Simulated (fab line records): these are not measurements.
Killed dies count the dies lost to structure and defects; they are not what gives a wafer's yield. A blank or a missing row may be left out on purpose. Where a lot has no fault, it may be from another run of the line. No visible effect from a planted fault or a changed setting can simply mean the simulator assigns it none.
What tool caused it? | flow nand harc | 7 lots with 21 wafers sampled at 2 steps, on a route of 1159 steps

## WHAT THE GAUGES READ, wafer by wafer
NHARC_A_WL_FILL_INSPECT_15.
lot  | measured     | on                | raw defect count
L962 | day 16 17:24 | defect inspect-01 | 327 497 536
L969 | day 17 20:54 | defect inspect-02 | 221 246 301
L968 | day 18 02:11 | defect inspect-01 | 263 610 405
L973 | day 19 00:04 | defect inspect-01 | 319 374 443
L976 | day 19 18:10 | defect inspect-01 | 596 568 527
L977 | day 20 07:47 | defect inspect-02 | 291 279 330
L983 | day 21 19:36 | defect inspect-02 | 274 250 517

## WHICH TOOL RAN EACH LOT (tool, then ch and the chambers of the sampled wafers, then the start)
lot  | NHARC_A_WL_FILL_ETCHBACK_17
L962 | rie metal-01 ch 0,1, day 16 03:05
L969 | rie metal-03 ch 0,1, day 17 07:02
L968 | rie metal-02 ch 0,1, day 17 13:47
L973 | rie metal-01 ch 0,1, day 18 12:30
L976 | rie metal-02 ch 0,1, day 19 07:17
L977 | rie metal-02 ch 0,1, day 19 20:32
L983 | rie metal-01 ch 0,1, day 21 05:06
- NHARC_A_WL_FILL_ETCHBACK_17: etches the open film in Cl2/BCl3, target depth 4 nm, time 26.7 s.

## THE ANSWER, worked out from the rows above alone
Rule: usual is defined by the lots themselves. Put in order of their means at a reading, lots are off if they are a third of the lots or fewer, leave a main group of 4 or more, and stand apart from it by a gap of 3 or more times the standard deviation of the main group's means; of several such gaps the widest counts. A main group is skipped when, at the precision printed for the reading in the tables above, its means are all equal. A lot without any number at a reading at which 4 lots or more have one is off too. Where the step has rows for the other lots, those lots are counted as sound.
Nothing can be told from this: no lot is off at any reading shown.

## WHAT THE SIMULATOR PUT IN
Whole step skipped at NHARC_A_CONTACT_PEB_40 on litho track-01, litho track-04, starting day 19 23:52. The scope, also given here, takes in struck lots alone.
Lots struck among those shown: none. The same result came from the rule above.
